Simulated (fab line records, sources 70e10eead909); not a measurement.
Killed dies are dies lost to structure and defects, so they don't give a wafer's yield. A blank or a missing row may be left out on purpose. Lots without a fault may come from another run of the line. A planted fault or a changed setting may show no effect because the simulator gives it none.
fab line records | flow nand_harc
record lots=24 wafers=72 last_day=24
route steps=1159 shown A_CONTACT@914 A_BLC@976
lots that met no fault: from a run of the same line without faults
start_h: hours from the record's first day to the start of the lot's first wafer shown | wait_h: hours since the lot's step before | " the same as in the row above | L1.1+2: a row that stands for several wafers | - no value, or no start given | * or withheld: withheld | < > ~ a bound
route shown NAME@n: a module of which the file shows steps, and the number in the route of the first | usual: mean/standard deviation of fault-free wafers | same: alike in all rows | chamber/n: place in a boat | sites: the reading at each site | _std_site: their standard deviation | _edge_site: outer sites' mean less inner sites' | radius_mm: how far each site lies from the wafer's centre | mask NAME#n: copy n | behind: the tool/chamber that last shaped the wafer | hold: why the lot was held/for how many hours/how that ended | device: the transistor (n, p or np) that didn't switch | end of line: the same wafers' tests at the end of the route | a step without rows: its recipe alone | killed: dies lost to structure and defects at the first sort, not the wafer's yield | map: a wafer's dies, x killed, . not, _ none there
set.NAME: the setting as run; set.NAME@STEP: as run at that earlier step | model.NAME: the simulator's own value behind a step, which no gauge read
steps of the route over a sample of lots; a table a step, a row a wafer
services: from which hour (start_h, from the record's first day; less than 0 if before it) a tool's chamber was out of use, for how many hours, and why
## steps
# step NHARC_A_CONTACT_ETCH_91
# recipe target_depth_a=400 over_etch_frac=0.5 time_s=85.7 ion_energy_ev=120 ch3f_flow_sccm=50 o2_flow_sccm=30 ar_flow_sccm=200 rf_w=500 bias_w=100 chemistry=CH3F/O2
# usual drypump_motor_current_A=5.7/0.56 oes_product_au=0.933/0.022 rf_vpp_V=244.0/1.6 showerhead_plenum_p_Torr=2.44/0.096 throttle_valve_pct=20.662/0.009
# columns lot.wafer tool chamber start_h wait_h drypump_motor_current_A oes_product_au rf_hours_counter_h rf_vpp_V showerhead_plenum_p_Torr throttle_valve_pct
L075.3 rie_diel-01 3 385.12 0.4 5.7 0.918 24 243.9 2.46 20.654
L075.1 " 0 " " 6.2 0.916 23 245.0 2.52 20.655
L075.2 " 1 " " 5.1 0.915 20 245.8 2.57 20.662
L076.2 rie_diel-13 2 386.73 0.5 6.3 0.927 36 242.5 2.39 20.657
L076.3 " 0 " " 5.4 0.922 34 243.9 2.36 20.657
L076.4 " 1 " " 6.5 0.932 35 242.7 2.28 20.663
L074.1 rie_diel-05 1 392.73 0.6 6.1 0.925 8 244.4 2.36 20.676
L074.3 " 2 " " 4.8 0.927 7 244.4 2.45 20.657
L074.5 " 3 " " 5.0 0.921 - 244.4 2.43 20.653
L078.4 rie_diel-01 2 395.74 0.4 6.3 0.930 30 245.0 2.40 20.668
L078.6 " 1 " " 5.1 0.930 - 245.4 2.57 20.675
L078.5 " 2 " " 6.3 0.928 - 244.0 2.40 20.658
L077.1 rie_diel-13 3 396.09 0.6 5.3 0.919 41 241.1 2.27 20.663
L077.6 " 1 " " 6.5 0.926 - 242.1 2.27 20.664
L077.5 " 2 " " 6.3 0.934 - 243.6 2.39 20.646
L079.3 rie_diel-13 0 400.46 0.5 5.4 0.922 44 242.2 2.36 20.663
L079.2 " 2 " " 6.3 0.940 43 242.8 2.39 20.657
L079.1 " 3 " " 5.4 0.924 44 242.1 2.27 20.654
L081.4 rie_diel-01 3 426.21 0.4 5.7 0.918 38 242.8 2.45 20.656
L081.1 " 1 " " 5.1 0.928 35 244.9 2.56 20.671
L081.3 " 2 " " 6.3 0.923 38 242.3 2.40 20.668
L080.4 rie_diel-05 3 429.13 0.4 5.0 0.912 12 243.9 2.43 20.662
L080.1 " 1 " " 6.1 0.927 12 243.7 2.36 20.668
L080.5 " 3 " " 5.0 0.914 - 243.2 2.43 20.649
L083.4 rie_diel-01 1 439.76 0.4 5.1 0.928 41 245.7 2.56 20.659
L083.3 " 3 " " 5.7 0.927 43 243.8 2.45 20.675
L083.6 " 0 " " 6.2 0.929 - 244.4 2.51 20.661
L082.3 rie_diel-01 3 442.17 0.4 5.7 0.922 45 245.2 2.45 20.652
L082.4 " 1 " " 5.1 0.927 42 244.8 2.56 20.648
L082.6 " 0 " " 6.2 0.934 - 244.9 2.51 20.649
L084.1 rie_diel-13 2 469.64 0.5 6.3 0.930 4 243.4 2.38 20.653
L084.6 " 0 " " 5.4 0.932 - 243.5 2.35 20.650
L084.5 " 1 " " 6.4 0.917 - 248.4 2.66 20.654
L087.3 rie_diel-05 2 469.73 0.5 4.7 0.932 19 244.5 2.44 20.668
L087.4 " 1 " " 6.1 0.927 - 242.7 2.35 20.669
L087.5 " 2 " " 4.7 0.925 - 242.5 2.44 20.657
L088.2 rie_diel-01 1 473.30 0.5 5.1 0.933 55 244.8 2.56 20.661
L088.4 " 2 " " 6.3 0.936 58 242.7 2.39 20.662
L088.6 " 2 " " 6.3 0.937 - 243.3 2.39 20.650
L086.1 rie_diel-05 3 477.79 0.5 5.0 0.932 20 244.3 2.43 20.658
L086.4 " 1 " " 6.1 0.939 21 242.8 2.35 20.660
L086.6 " 3 " " 5.0 0.925 - 245.5 2.43 20.680
L091.1 rie_diel-05 3 480.02 0.5 5.0 0.923 21 244.2 2.43 20.652
L091.6 " 0 " " 5.8 0.917 - 244.9 2.39 20.657
L091.5 " 1 " " 6.1 0.935 - 243.4 2.35 20.654
L085.2 rie_diel-01 3 481.89 0.5 5.7 0.930 60 243.4 2.45 20.670
L085.4 " 0 " " 6.2 0.925 59 246.0 2.50 20.668
L085.6 " 3 " " 5.7 0.933 - 244.2 2.45 20.662
L089.4 rie_diel-13 2 487.63 0.4 6.3 0.927 9 242.2 2.38 20.653
L089.2 " 0 " " 5.4 0.927 9 244.4 2.35 20.642
L089.1 " 1 " " 6.5 0.923 10 245.7 2.66 20.675
L090.2 rie_diel-13 1 495.06 0.5 6.5 0.932 12 246.3 2.66 20.653
L090.1 " 0 " " 5.4 0.923 12 243.5 2.35 20.669
L090.6 " 1 " " 6.5 0.925 - 247.7 2.66 20.675
L093.3 rie_diel-05 1 497.96 0.5 6.1 0.938 26 244.3 2.35 20.673
L093.1 " 3 " " 5.0 0.930 25 242.8 2.42 20.664
L093.2 " 0 " " 5.8 0.930 23 242.6 2.39 20.664
L092.2 rie_diel-05 1 499.45 0.6 6.1 0.921 27 240.8 2.35 20.663
L092.3 " 2 " " 4.8 0.913 26 244.4 2.44 20.662
L092.4 " 3 " " 5.0 0.920 26 243.6 2.42 20.661
L094.2 rie_diel-13 2 506.33 0.5 6.3 1.009 17 243.0 2.37 20.675
L094.1 " 1 " " 6.4 1.005 18 245.7 2.65 20.667
L094.6 " 3 " " 5.4 1.000 - 246.8 2.65 20.674
L095.3 rie_diel-01 1 512.59 0.4 5.1 1.006 6 246.2 2.55 20.677
L095.1 " 2 " " 6.3 0.999 5 244.0 2.38 20.665
L095.2 " 3 " " 5.7 0.992 3 244.1 2.44 20.676
L097.3 rie_diel-05 1 513.10 0.4 6.1 0.939 30 242.1 2.35 20.651
L097.4 " 2 " " 4.7 0.933 29 243.2 2.44 20.683
L097.6 " 3 " " 5.0 0.929 - 244.0 2.42 20.652
L096.2 rie_diel-01 2 516.71 0.5 6.3 0.927 5 243.3 2.38 20.656
L096.5 " 2 " " 6.3 0.924 - 243.1 2.38 20.659
L096.6 " 3 " " 5.7 0.923 - 244.5 2.44 20.660
# step NHARC_A_CONTACT_DEP_85
# recipe target_thk_a=500 target_thk_nm=50 temp_c=400 pressure_torr=3.5 flow_sccm=200 rf_w=350 material=SiON
# usual chamber_pressure_Torr=3.499/0.008 heater_power_w=729/120
# columns lot.wafer tool chamber start_h wait_h chamber_pressure_Torr heater_power_w
L075.3 pecvd-01 1 388.87 0.6 3.499 823
L075.1 " 2 " " 3.506 722
L075.2 " 0 " " 3.504 670
L076.2 pecvd-04 0 390.35 0.9 3.497 627
L076.3 " 2 " " 3.511 590
L076.4 " 0 " " 3.501 610
L074.3 pecvd-04 1 395.14 0.6 3.503 895
L074.1 " 2 " " 3.509 547
L074.5 " 0 " " 3.493 603
L078.5 pecvd-04 0 398.48 0.3 3.496 659
L078.4 " 1 " " 3.507 894
L078.6 " 2 " " 3.513 546
L077.1 pecvd-01 0 398.57 1.1 3.489 702
L077.6 " 2 " " 3.487 818
L077.5 " 0 " " 3.495 703
L079.2 pecvd-04 0 404.21 0.9 3.496 639
L079.3 " 1 " " 3.492 934
L079.1 " 2 " " 3.502 593
L081.1 pecvd-04 2 428.94 1.1 3.503 622
L081.3 " 1 " " 3.498 850
L081.4 " 2 " " 3.505 605
L080.1 pecvd-04 2 432.09 1.0 3.501 631
L080.5 " 2 " " 3.486 645
L080.4 " 0 " " 3.504 588
L083.3 pecvd-04 2 442.22 0.7 3.485 596
L083.4 " 2 " " 3.495 599
L083.6 " 0 " " 3.500 594
L082.3 pecvd-04 0 444.68 0.7 3.499 687
L082.6 " 2 " " 3.498 625
L082.4 " 0 " " 3.510 533
L084.1 pecvd-04 1 474.25 1.1 3.506 888
L084.5 " 0 " " 3.492 649
L084.6 " 1 " " 3.504 902
L087.3 pecvd-04 2 475.02 0.6 3.493 644
L087.5 " 2 " " 3.487 635
L087.4 " 0 " " 3.499 667
L088.2 pecvd-04 2 479.43 0.9 3.491 636
L088.4 " 1 " " 3.496 873
L088.6 " 0 " " 3.494 571
L086.1 pecvd-04 0 488.32 1.1 3.500 663
L086.4 " 0 " " 3.503 671
L086.6 " 1 " " 3.499 797
L091.1 pecvd-01 0 491.42 1.0 3.491 706
L091.6 " 1 " " 3.515 738
L091.5 " 2 " " 3.490 844
L085.2 pecvd-04 1 493.06 0.9 3.496 943
L085.6 " 1 " " 3.498 961
L085.4 " 2 " " 3.501 598
L089.2 pecvd-04 1 495.92 0.9 3.509 963
L089.1 " 2 " " 3.495 584
L089.4 " 2 " " 3.478 600
L090.1 pecvd-01 1 498.00 1.1 3.499 803
L090.2 " 2 " " 3.484 729
L090.6 " 0 " " 3.495 676
L093.3 pecvd-01 0 502.52 0.6 3.503 790
L093.1 " 1 " " 3.497 844
L093.2 " 2 " " 3.504 793
L092.2 pecvd-01 2 503.28 0.8 3.498 784
L092.3 " 0 " " 3.510 822
L092.4 " 2 " " 3.489 783
L094.1 pecvd-03 1 509.63 1.0 3.480 848
L094.2 " 2 " " 3.500 960
L094.6 " 2 " " 3.496 947
L095.1 pecvd-04 0 515.01 1.1 3.506 652
L095.3 " 1 " " 3.494 865
L095.2 " 2 " " 3.493 627
L097.3 pecvd-04 1 515.51 0.7 3.507 859
L097.4 " 0 " " 3.490 537
L097.6 " 2 " " 3.499 562
L096.2 pecvd-01 0 519.24 0.9 3.496 820
L096.6 " 2 " " 3.498 773
L096.5 " 0 " " 3.503 785
# step NHARC_A_CONTACT_ETCH_88
# recipe target_depth_a=390 over_etch_frac=0.3 time_s=65 ion_energy_ev=80 cf4_flow_sccm=150 ar_flow_sccm=0 rf_w=300 bias_w=100 chemistry=CF4
# usual drypump_motor_current_A=5.6/0.57 oes_product_au=1.001/0.007 rf_vpp_V=151.0/1 showerhead_plenum_p_Torr=1.75/0.064 throttle_valve_pct=13.285/0.0093
# columns lot.wafer tool chamber start_h wait_h drypump_motor_current_A oes_product_au rf_hours_counter_h rf_vpp_V showerhead_plenum_p_Torr throttle_valve_pct
L075.1 rie_diel-05 2 390.00 0.1 4.7 0.992 6 150.2 1.76 13.284
L075.2 " 3 " " 5.0 0.986 6 151.6 1.75 13.273
L075.3 " 0 " " 5.8 0.995 5 151.2 1.73 13.296
L076.2 rie_diel-13 0 391.43 0.1 5.4 0.999 37 151.1 1.70 13.273
L076.3 " 2 " " 6.3 1.013 38 151.2 1.72 13.286
L076.4 " 3 " " 5.3 1.004 37 149.8 1.64 13.284
L074.1 rie_diel-01 1 396.00 0.1 5.0 1.002 27 150.7 1.84 13.280
L074.3 " 3 " " 5.7 1.005 28 150.7 1.77 13.290
L074.5 " 2 " " 6.3 1.007 - 150.7 1.73 13.276
L078.4 rie_diel-05 2 399.26 0.1 4.7 0.997 8 151.6 1.76 13.287
L078.6 " 2 " " 4.8 1.001 - 152.5 1.76 13.285
L078.5 " 3 " " 5.0 0.995 - 150.5 1.75 13.258
L077.1 rie_diel-05 2 399.65 0.1 4.7 1.011 9 151.2 1.76 13.286
L077.5 " 1 " " 6.1 1.003 - 150.1 1.70 13.282
L077.6 " 2 " " 4.7 1.001 - 150.2 1.76 13.290
L079.2 rie_diel-01 0 405.20 0.1 6.2 0.997 32 151.0 1.80 13.292
L079.1 " 2 " " 6.3 1.010 34 150.5 1.73 13.271
L079.3 " 3 " " 5.7 0.999 33 153.5 1.77 13.273
L081.1 rie_diel-05 1 429.81 0.1 6.1 0.998 12 150.3 1.70 13.294
L081.3 " 2 " " 4.8 1.006 12 151.3 1.76 13.298
L081.4 " 3 " " 5.0 0.999 12 151.2 1.75 13.296
L080.4 rie_diel-05 1 433.02 0.1 6.1 0.987 13 149.6 1.70 13.284
L080.1 " 2 " " 4.8 1.006 13 150.9 1.76 13.287
L080.5 " 2 " " 4.7 0.993 - 150.9 1.76 13.284
L083.4 rie_diel-01 0 443.19 0.1 6.2 1.003 44 151.7 1.80 13.285
L083.3 " 3 " " 5.7 0.998 45 151.2 1.76 13.273
L083.6 " 1 " " 5.1 1.005 - 152.2 1.84 13.278
L082.3 rie_diel-13 1 445.92 0.3 6.4 1.011 57 149.6 1.64 13.291
L082.4 " 3 " " 5.4 1.015 56 148.8 1.64 13.282
L082.6 " 1 " " 6.4 0.997 - 148.8 1.64 13.276
L084.1 rie_diel-05 3 475.06 0.1 5.0 0.995 19 151.7 1.75 13.273
L084.5 " 3 " " 5.0 1.002 - 149.9 1.75 13.306
L084.6 " 0 " " 5.8 0.992 - 151.4 1.72 13.291
L087.3 rie_diel-01 2 475.91 0.1 6.3 0.996 59 151.3 1.72 13.282
L087.4 " 3 " " 5.6 1.001 58 152.0 1.76 13.282
L087.5 " 1 " " 5.1 0.998 - 153.1 1.84 13.298
L088.4 rie_diel-05 1 480.42 0.1 6.1 0.998 22 150.3 1.70 13.296
L088.2 " 3 " " 5.0 0.988 21 149.6 1.75 13.277
L088.6 " 1 " " 6.1 0.997 - 149.7 1.70 13.284
L086.1 rie_diel-05 3 489.32 0.1 5.0 0.994 22 151.2 1.75 13.270
L086.4 " 0 " " 5.8 1.000 20 151.0 1.72 13.283
L086.6 " 3 " " 5.0 1.005 - 150.8 1.75 13.290
L091.1 rie_diel-05 2 492.29 0.1 4.7 1.006 23 151.2 1.76 13.281
L091.6 " 1 " " 6.1 1.003 - 148.6 1.69 13.282
L091.5 " 2 " " 4.7 1.011 - 150.2 1.76 13.285
L085.4 rie_diel-13 0 494.08 0.1 5.4 1.006 11 149.3 1.69 13.285
L085.2 " 1 " " 6.4 1.002 12 152.6 1.91 13.289
L085.6 " 0 " " 5.4 1.001 - 149.9 1.69 13.283
L089.1 rie_diel-05 3 497.40 0.1 5.0 1.002 25 152.3 1.75 13.287
L089.4 " 1 " " 6.1 1.005 26 149.8 1.69 13.293
L089.2 " 2 " " 4.8 1.004 25 151.3 1.76 13.283
L090.1 rie_diel-05 2 499.12 0.2 4.7 1.005 26 150.6 1.76 13.294
L090.2 " 3 " " 5.0 1.004 26 152.0 1.74 13.300
L090.6 " 1 " " 6.1 1.013 - 150.9 1.69 13.279
L093.1 rie_diel-13 0 503.44 0.1 5.4 1.005 16 150.3 1.69 13.295
L093.3 " 1 " " 6.5 1.006 17 151.0 1.90 13.286
L093.2 " 2 " " 6.3 0.999 16 150.0 1.71 13.286
L092.3 rie_diel-05 2 504.29 0.1 4.7 1.012 28 151.4 1.76 13.292
L092.2 " 0 " " 5.8 0.994 25 151.3 1.72 13.307
L092.4 " 2 " " 4.7 1.004 - 150.1 1.76 13.281
L094.1 rie_diel-01 3 510.63 0.1 5.7 1.002 3 151.1 1.76 13.289
L094.2 " 1 " " 5.1 1.011 5 151.1 1.83 13.289
L094.6 " 3 " " 5.7 1.001 - 151.5 1.76 13.281
L095.1 rie_diel-05 1 516.01 0.1 6.1 1.010 30 151.0 1.69 13.287
L095.2 " 3 " " 5.0 0.996 28 152.0 1.74 13.281
L095.3 " 0 " " 5.8 0.996 27 152.3 1.72 13.296
L097.3 rie_diel-13 1 516.39 0.1 6.4 1.011 21 153.4 1.90 13.287
L097.4 " 3 " " 5.3 1.004 20 152.5 1.90 13.265
L097.6 " 1 " " 6.4 1.014 - 153.6 1.90 13.295
L096.2 rie_diel-13 2 520.06 0.1 6.3 0.999 22 150.9 1.71 13.287
L096.6 " 3 " " 5.4 0.997 - 151.7 1.90 13.276
L096.5 " 0 " " 5.4 1.005 - 149.6 1.69 13.284
# step NHARC_A_BLC_INSPECT_12
# usual raw_defect_count=30/13
# columns lot.wafer tool chamber start_h wait_h raw_defect_count
L075.1 defect_inspect-01 - 412.59 0.0 19
L075.2 " - " " 24
L075.3 " - " " 22
L076.2 defect_inspect-02 - 414.53 0.0 20
L076.3 " - " " 22
L076.4 " - " " 13
L074.1 defect_inspect-02 - 416.30 0.0 18
L074.3 " - " " 16
L074.5 " - " " 14
L078.4 defect_inspect-01 - 417.60 0.0 29
L078.5 " - " " 24
L078.6 " - " " 25
L077.1 defect_inspect-02 - 418.46 0.0 36
L077.5 " - " " 36
L077.6 " - " " 36
L079.1 defect_inspect-01 - 420.70 0.0 40
L079.2 " - " " 50
L079.3 " - " " 43
L081.1 defect_inspect-02 - 444.14 0.0 28
L081.3 " - " " 40
L081.4 " - " " 32
L080.1 defect_inspect-01 - 444.28 0.0 28
L080.4 " - " " 23
L080.5 " - " " 25
L083.3 defect_inspect-02 - 448.48 0.0 40
L083.4 " - " " 48
L083.6 " - " " 54
L082.3 defect_inspect-02 - 454.65 0.0 33
L082.4 " - " " 34
L082.6 " - " " 33
L084.1 defect_inspect-01 - 482.02 0.0 4
L084.5 " - " " 14
L084.6 " - " " 10
L087.3 defect_inspect-02 - 483.15 0.0 9
L087.4 " - " " 11
L087.5 " - " " 10
L088.2 defect_inspect-01 - 485.76 0.0 28
L088.4 " - " " 33
L088.6 " - " " 36
L086.1 defect_inspect-02 - 494.59 0.0 51
L086.4 " - " " 45
L086.6 " - " " 46
L091.1 defect_inspect-01 - 500.46 0.0 37
L091.5 " - " " 55
L091.6 " - " " 38
L085.2 defect_inspect-02 - 508.08 0.0 42
L085.4 " - " " 30
L085.6 " - " " 31
L089.1 defect_inspect-01 - 508.94 0.0 18
L089.2 " - " " 15
L089.4 " - " " 16
L090.1 defect_inspect-02 - 509.56 0.0 30
L090.2 " - " " 43
L090.6 " - " " 24
L093.1 defect_inspect-01 - 509.77 0.0 31
L093.2 " - " " 36
L093.3 " - " " 32
L092.2 defect_inspect-02 - 510.39 0.0 34
L092.3 " - " " 34
L092.4 " - " " 29
L094.1 defect_inspect-01 - 516.66 0.0 30
L094.2 " - " " 36
L094.6 " - " " 27
L095.1 defect_inspect-02 - 521.51 0.0 21
L095.2 " - " " 18
L095.3 " - " " 19
L097.3 defect_inspect-02 - 521.73 0.0 29
L097.4 " - " " 37
L097.6 " - " " 24
L096.2 defect_inspect-02 - 525.27 0.0 43
L096.5 " - " " 42
L096.6 " - " " 39
# step NHARC_A_BLC_ETCH_18
# recipe target_depth_a=9100 c4f8_flow_sccm=20 o2_flow_sccm=10 ar_flow_sccm=withheld rf_w=600 bias_w=1500 chemistry=C4F8/O2/Ar
# usual oes_product_au=0.962/0.02 rf_vpp_V=978/6.1
# columns lot.wafer tool chamber start_h wait_h oes_product_au rf_hours_counter_h rf_vpp_V
L075.1 rie_diel-06 1 - - 0.929 13 979
L075.3 " 2 " " 0.920 15 984
L075.2 " 3 " " 0.925 16 969
L076.2 rie_diel-09 3 - - 0.919 17 972
L076.4 " 1 " " 0.968 9 976
L076.3 " 2 " " 0.924 18 987
L074.1 rie_diel-09 0 - - 0.968 17 980
L074.3 " 1 " " 0.987 9 977
L074.5 " 2 " " 0.966 - 986
L078.4 rie_diel-09 3 - - 0.975 17 971
L078.5 " 0 " " 0.960 - 982
L078.6 " 1 " " 0.958 - 978
L077.1 rie_diel-08 0 - - 0.936 37 979
L077.6 " 1 " " 0.929 - 975
L077.5 " 2 " " 0.932 - 985
L079.3 rie_diel-09 3 - - 0.963 18 972
L079.2 " 0 " " 0.967 18 980
L079.1 " 2 " " 0.974 19 987
L081.3 rie_diel-09 2 - - 0.979 1 986
L081.1 " 3 " " 0.983 1 970
L081.4 " 0 " " 0.957 1 982
L080.1 rie_diel-08 1 - - 0.915 49 973
L080.4 " 1 " " 0.917 - 973
L080.5 " 2 " " 0.931 - 983
L083.4 rie_diel-06 3 - - 0.966 2 968
L083.3 " 1 " " 0.973 2 977
L083.6 " 2 " " 0.962 - 984
L082.4 rie_diel-06 1 - - 0.941 3 978
L082.3 " 3 " " 0.952 3 969
L082.6 " 0 " " 0.957 - 985
L084.1 rie_diel-06 2 - - 0.967 5 983
L084.5 " 1 " " 0.982 - 978
L084.6 " 2 " " 0.951 - 984
L087.4 rie_diel-06 0 - - 0.951 6 987
L087.3 " 1 " " 0.957 5 979
L087.5 " 3 " " 0.954 - 968
L088.2 rie_diel-09 3 - - 0.968 5 972
L088.4 " 0 " " 0.963 5 983
L088.6 " 1 " " 1.022 - 975
L086.1 rie_diel-09 1 - - 0.981 3 976
L086.4 " 3 " " 0.954 5 970
L086.6 " 2 " " 0.968 - 986
L091.1 rie_diel-09 2 - - 0.965 6 986
L091.5 " 2 " " 0.972 - 986
L091.6 " 3 " " 0.964 - 970
L085.4 rie_diel-09 3 - - 0.953 7 971
L085.2 " 0 " " 0.939 8 982
L085.6 " 2 " " 0.966 - 986
L089.2 rie_diel-06 2 - - 0.966 7 983
L089.1 " 0 " " 0.986 8 986
L089.4 " 1 " " 0.974 7 979
L090.2 rie_diel-09 1 - - 0.980 5 977
L090.1 " 3 " " 0.982 8 970
L090.6 " 0 " " 0.964 - 982
L093.2 rie_diel-06 2 - - 0.956 8 983
L093.1 " 0 " " 0.984 8 986
L093.3 " 1 " " 0.966 8 977
L092.2 rie_diel-09 2 - - 0.968 8 986
L092.3 " 3 " " 0.955 8 970
L092.4 " 1 " " 0.992 6 976
L094.2 rie_diel-06 3 - - 0.975 10 969
L094.1 " 1 " " 0.968 9 979
L094.6 " 2 " " 0.964 - 983
L095.3 rie_diel-09 0 - - 0.979 11 981
L095.1 " 1 " " 0.977 7 979
L095.2 " 2 " " 0.985 9 986
L097.3 rie_diel-06 2 - - 0.991 9 982
L097.4 " 3 " " 0.986 11 970
L097.6 " 2 " " 0.972 - 983
L096.2 rie_diel-08 2 - - 0.981 12 984
L096.6 " 1 " " 0.972 - 972
L096.5 " 2 " " 0.985 - 984
# step NHARC_A_BLC_STRIP_29
# recipe cf4_flow_sccm=150 ar_flow_sccm=0 bias_w=0 chemistry=CF4
# usual drypump_motor_current_A=5.7/0.35 oes_product_au=1.005/0.0071 rf_vpp_V=59.4/0.88 showerhead_plenum_p_Torr=1.77/0.077 throttle_valve_pct=13.282/0.0094
# columns lot.wafer tool chamber start_h wait_h drypump_motor_current_A oes_product_au rf_hours_counter_h rf_vpp_V showerhead_plenum_p_Torr throttle_valve_pct
L075.1 rie_diel-06 2 413.69 0.1 6.2 1.001 15 59.4 1.84 13.278
L075.2 " 0 " " 5.3 1.011 16 59.1 1.87 13.275
L075.3 " 1 " " 5.6 0.999 13 59.4 1.77 13.292
L076.2 rie_diel-09 2 415.63 0.1 5.8 0.999 18 60.4 1.87 13.288
L076.3 " 3 " " 5.5 0.996 17 59.1 1.68 13.290
L076.4 " 0 " " 5.4 0.990 16 58.7 1.81 13.274
L074.3 rie_diel-06 3 417.42 0.1 6.4 1.009 17 58.5 1.66 13.282
L074.1 " 1 " " 5.6 1.002 14 59.8 1.77 13.302
L074.5 " 3 " " 6.4 1.005 - 58.8 1.66 13.273
L078.4 rie_diel-09 0 418.74 0.1 5.4 0.999 17 58.7 1.81 13.282
L078.6 " 1 " " 5.6 1.006 - 59.2 1.75 13.272
L078.5 " 2 " " 5.8 1.003 - 60.1 1.87 13.280
L077.1 rie_diel-09 1 419.63 0.1 5.6 1.003 10 59.2 1.75 13.280
L077.6 " 3 " " 5.6 1.001 - 57.6 1.68 13.275
L077.5 " 0 " " 5.4 1.005 - 59.2 1.81 13.282
L079.1 rie_diel-09 0 421.81 0.1 5.4 1.004 18 59.5 1.81 13.281
L079.3 " 1 " " 5.6 1.006 10 58.3 1.75 13.281
L079.2 " 2 " " 5.8 1.023 19 60.2 1.87 13.271
L081.4 rie_diel-09 2 445.25 0.1 5.8 1.009 1 60.3 1.87 13.287
L081.1 " 3 " " 5.5 1.001 1 57.2 1.68 13.286
L081.3 " 0 " " 5.4 1.012 1 60.2 1.81 13.283
L080.1 rie_diel-09 3 445.70 0.1 5.5 0.994 1 58.7 1.68 13.274
L080.4 " 0 " " 5.4 0.996 1 59.5 1.81 13.297
L080.5 " 0 " " 5.4 0.994 - 60.4 1.81 13.279
L083.3 rie_diel-09 3 449.58 0.1 5.5 1.000 1 57.3 1.68 13.281
L083.4 " 0 " " 5.4 1.009 1 60.1 1.81 13.270
L083.6 " 3 " " 5.5 0.991 - 60.2 1.68 13.289
L082.4 rie_diel-09 1 455.77 0.1 5.6 1.016 2 59.6 1.75 13.294
L082.3 " 2 " " 5.7 1.000 2 59.9 1.87 13.278
L082.6 " 0 " " 5.4 1.014 - 58.8 1.81 13.286
L084.1 rie_diel-06 3 483.12 0.1 6.4 1.001 5 58.8 1.65 13.293
L084.6 " 3 " " 6.4 1.011 - 58.0 1.65 13.294
L084.5 " 0 " " 5.3 1.004 - 59.4 1.87 13.272
L087.4 rie_diel-06 3 484.26 0.1 6.5 1.005 6 59.0 1.65 13.264
L087.3 " 1 " " 5.6 0.998 5 59.2 1.77 13.295
L087.5 " 0 " " 5.3 1.008 - 60.4 1.87 13.274
L088.2 rie_diel-09 3 486.99 0.1 5.5 1.002 5 59.5 1.67 13.277
L088.4 " 1 " " 5.6 1.011 3 59.0 1.75 13.284
L088.6 " 2 " " 5.7 1.023 - 60.4 1.87 13.278
L086.4 rie_diel-09 3 495.69 0.1 5.5 0.994 6 58.8 1.68 13.284
L086.1 " 2 " " 5.8 1.003 5 60.0 1.87 13.274
L086.6 " 3 " " 5.4 1.006 - 58.2 1.67 13.288
L091.1 rie_diel-09 1 501.61 0.1 5.6 1.005 4 59.0 1.75 13.273
L091.5 " 2 " " 5.7 1.003 - 61.3 1.87 13.285
L091.6 " 3 " " 5.6 1.007 - 59.0 1.67 13.291
L085.4 rie_diel-09 0 509.21 0.1 5.4 0.995 8 59.0 1.81 13.279
L085.2 " 3 " " 5.5 1.000 7 60.8 1.67 13.261
L085.6 " 1 " " 5.6 1.013 - 60.0 1.75 13.280
L089.1 rie_diel-09 3 510.05 0.1 5.5 0.998 8 59.7 1.67 13.278
L089.2 " 0 " " 5.4 1.002 8 59.9 1.81 13.294
L089.4 " 1 " " 5.6 1.011 5 58.7 1.75 13.294
L090.1 rie_diel-08 2 510.67 0.1 6.3 1.002 9 58.5 1.84 13.285
L090.2 " 3 " " 5.0 1.007 7 58.9 1.67 13.287
L090.6 " 2 " " 6.3 0.999 - 60.3 1.84 13.287
L093.1 rie_diel-08 3 510.89 0.1 5.0 1.005 7 59.5 1.67 13.277
L093.2 " 0 " " 5.6 1.014 7 59.2 1.78 13.295
L093.3 " 1 " " 5.7 0.998 8 60.4 1.70 13.268
L092.2 rie_diel-06 0 511.51 0.1 5.3 1.010 8 60.8 1.86 13.294
L092.3 " 1 " " 5.7 1.007 8 60.5 1.77 13.273
L092.4 " 2 " " 6.2 0.999 8 58.9 1.83 13.270
L094.2 rie_diel-09 1 517.97 0.1 5.6 1.003 7 58.9 1.75 13.286
L094.1 " 2 " " 5.7 1.004 8 59.9 1.86 13.285
L094.6 " 0 " " 5.4 0.997 - 59.5 1.81 13.272
L095.3 rie_diel-09 3 522.61 0.1 5.6 1.000 10 60.4 1.67 13.276
L095.2 " 1 " " 5.6 1.018 8 59.2 1.75 13.288
L095.1 " 2 " " 5.7 0.996 9 60.6 1.86 13.282
L097.4 rie_diel-06 3 522.84 0.1 6.5 1.016 11 57.9 1.65 13.300
L097.3 " 0 " " 5.3 1.014 10 59.5 1.86 13.284
L097.6 " 2 " " 6.2 1.004 - 61.6 1.83 13.291
L096.2 rie_diel-06 0 526.40 0.1 5.3 1.004 10 60.6 1.86 13.270
L096.6 " 1 " " 5.6 1.003 - 59.2 1.77 13.281
L096.5 " 2 " " 6.2 1.007 - 60.4 1.83 13.282
## services
# columns tool chamber start_h hours kind
rie_diel-05 0 366.96 4.6 repair
rie_diel-09 0 371.80 11.9 repair
pecvd-04 - 376.21 13.0 pm
rie_diel-06 1 382.57 17.6 repair
rie_diel-09 0 385.60 - clean
rie_diel-09 1 385.60 - clean
rie_diel-09 2 385.60 - clean
rie_diel-09 3 385.60 - clean
rie_diel-09 0 410.10 - clean
rie_diel-06 - 418.20 9.0 pm
pecvd-01 - 418.35 13.0 pm
rie_diel-09 - 431.12 9.0 pm
rie_diel-08 0 436.60 20.0 repair
rie_diel-13 - 453.21 9.0 pm
rie_diel-05 - 458.16 1.0 repair
pecvd-03 - 473.15 13.0 pm
rie_diel-09 1 475.96 10.1 repair
rie_diel-08 - 479.16 9.0 pm
rie_diel-06 2 487.02 4.5 repair
rie_diel-01 - 491.90 9.0 pm
rie_diel-05 3 501.35 4.8 repair
rie_diel-06 0 513.52 5.1 repair
pecvd-04 - 516.57 0.6 repair
rie_diel-05 - 517.62 9.0 pm
## key
fault none
